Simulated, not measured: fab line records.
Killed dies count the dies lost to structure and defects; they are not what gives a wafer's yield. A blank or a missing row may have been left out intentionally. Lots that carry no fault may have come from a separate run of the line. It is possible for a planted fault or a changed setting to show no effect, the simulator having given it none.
A struck lot beside a sound one | flow n5 finfet | 38 steps out of a route of 1938
Sound: wafers L462.2, L462.5, L462.6. Struck: wafers L469.2, L469.6 (left out: L469.3, a lot-mate that was not struck); the cause follows at the end.
Per side, at each step with rows, come the tool, then ch with its chambers, and then its first start. Under that, the readings that differ: sound wafers | struck wafers | difference of the means | sigmas: that difference in standard deviations of wafers without a fault.
alike: readings with means less than 2 such deviations apart, plus words and numbers identical on both sides. not compared: withheld readings, readings lacking a value on some wafer, bounds such as >300 that could conceal the same value, and numbers that have no deviation in the record and whose values overlap.
The two part at a step that has a row with sigmas, a row that says differs or no value, or rows on one side only. Numbers that have no deviation but don't overlap get no sigmas and don't part them. A reading that every wafer of one side lacks parts them only if that side has two wafers or more.

first, 11 steps without rows for these wafers: N5_BEOL_M0_WET_ETCH_106 (etches SiO2 in DHF, target depth 130 nm, rinse time 30 s); N5_BEOL_M0_ETCH_128 (etches SiCN in CF4/N2, target depth 12 nm, overetch 5.1 nm, time 21.4 s); N5_BEOL_M0_TRENCH_ETCH_107 (etches SiOC in C4F6/O2, target depth 32.8 nm, time 16.4 s); N5_BEOL_M0_STRIP_142 (strips in N2/H2, time 10 s); N5_BEOL_M0_HM_STRIP_129 (strips TiN in peroxide tin strip, target depth 17 nm, time 108 s); N5_BEOL_M0_SRD_130 (time 30 s); N5_BEOL_M0_ETCH_109 (etches SiCN in CH3F/O2, target depth 8 nm, overetch 2.4 nm, time 27.4 s); N5_BEOL_M0_STRIP_139 (strips in post etch residue remover, time 60 s); N5_BEOL_M0_SRD_111 (time 30 s); N5_BEOL_M0_DEGAS_112 (time 60 s); N5_BEOL_M0_PRE_CLEAN_113 (time 30 s).
N5_BEOL_M0_ALD_136: deposits TaN, pulse time 2 s, purge time 3 s, co reactant purge time 2 s.
  sound on ald metal-04 ch 0,1,3, day 8 14:26; struck on ald metal-01 ch 0, day 10 13:39
  alike: chamber pressure Torr, heater power w, precursor vessel carrier sccm
  not compared: since wet clean h
then, 25 steps without rows for these wafers: N5_BEOL_M0_SURFACE_TREAT_137; N5_BEOL_M0_CVD_115 (deposits Co from CCTBA/H2, time 120 s); N5_BEOL_M0_SPUTTER_116 (material Cu, target thk 4 nm, time 7.37 s); N5_BEOL_M0_ANNEAL_117 (time 60 s); N5_BEOL_M0_SPUTTER_132 (material Cu, target thk 4 nm, time 7.37 s); N5_BEOL_M0_ANNEAL_133 (time 60 s); N5_BEOL_M0_SPUTTER_134 (material Cu, target thk 4 nm, time 7.37 s); N5_BEOL_M0_ANNEAL_135 (time 60 s); N5_BEOL_M0_SPUTTER_141 (material Cu, target thk 4 nm, time 7.37 s); N5_BEOL_M0_ECD_118 (material Cu, target thk 300 nm); N5_BEOL_M0_ANNEAL_119 (time 90 s); N5_BEOL_M0_CMP_120 (polishes, stops on SiOC, t overpolish 6.9 s); N5_BEOL_M0_PRE_CLEAN_131 (time 15 s); N5_BEOL_M0_CO_CAP_123 (material Co, precursor CCTBA/H2, target thk 2 nm, time 102.1 s); N5_BEOL_M0_PRE_CLEAN_124 (time 15 s); N5_BEOL_M0_DEP_125 (deposits SiCN from 3MS/NH3, target thk 8 nm, time 14 s); N5_BEOL_M1_ILD_DEP_00 (deposits SiOC from DEMS/O2, target thk 79 nm, time 15.3 s); N5_BEOL_M1_PECVD_72 (deposits SiO2 from TEOS/O2, target thk 16 nm, time 18 s); N5_BEOL_M1_HM_DEP_02 (deposits TiN, target thk 20 nm); N5_BEOL_M1_COAT_61 (time 60 s, resist thk 60 nm); N5_BEOL_M1_COAT_62 (time 60 s, resist thk 12 nm); N5_BEOL_M1_COAT_73 (time 60 s, resist thk 5 nm); N5_BEOL_M1_COAT_05 (resist thk 30 nm); N5_BEOL_M1_EBR_07; N5_BEOL_M1_SOFTBAKE_06 (time 60 s).
-- here the record skips 7 days between the struck wafers' starts before and after, leaving off in module BEOL_M1 and picking up in module PASSIVATION (first step shown: number 1936 of the route) --
N5_PASSIVATION_PROBE_49:
  struck on prober-01, day 17 14:26; sound on prober-01, day 15 20:26
  reading                  | sound          | struck    | difference | sigmas
  defect limited yield (%) | 91.2 93.9 89.3 | 86.5 87.1 | -4.7       | -3
  killed_at_M0_to_M3       | 45 26 48       | 94 96     | +55        | +5
  killed dies              | 104 72 126     | 159 152   | +55        | +3
  killed on rim            | 19 8 19        | 28 29     | +13        | +3
  sort_bin_5_function (%)  | 5.2 3.2 6.9    | 7.6 7.7   | +2.5       | +3
  sort n pass              | 1076 1108 1054 | 1021 1028 | -55        | -3
  sort yield pct (%)       | 91.2 93.9 89.3 | 86.5 87.1 | -4.7       | -3
  alike: killed_at_M4_up, killed at contacts, killed at front end, killed at other, killed open, killed short, sort_bin_6_memory

== WHERE THEY PART ==
N5_PASSIVATION_PROBE_49 only, going by this record.

WHY: the cause the simulator had injected
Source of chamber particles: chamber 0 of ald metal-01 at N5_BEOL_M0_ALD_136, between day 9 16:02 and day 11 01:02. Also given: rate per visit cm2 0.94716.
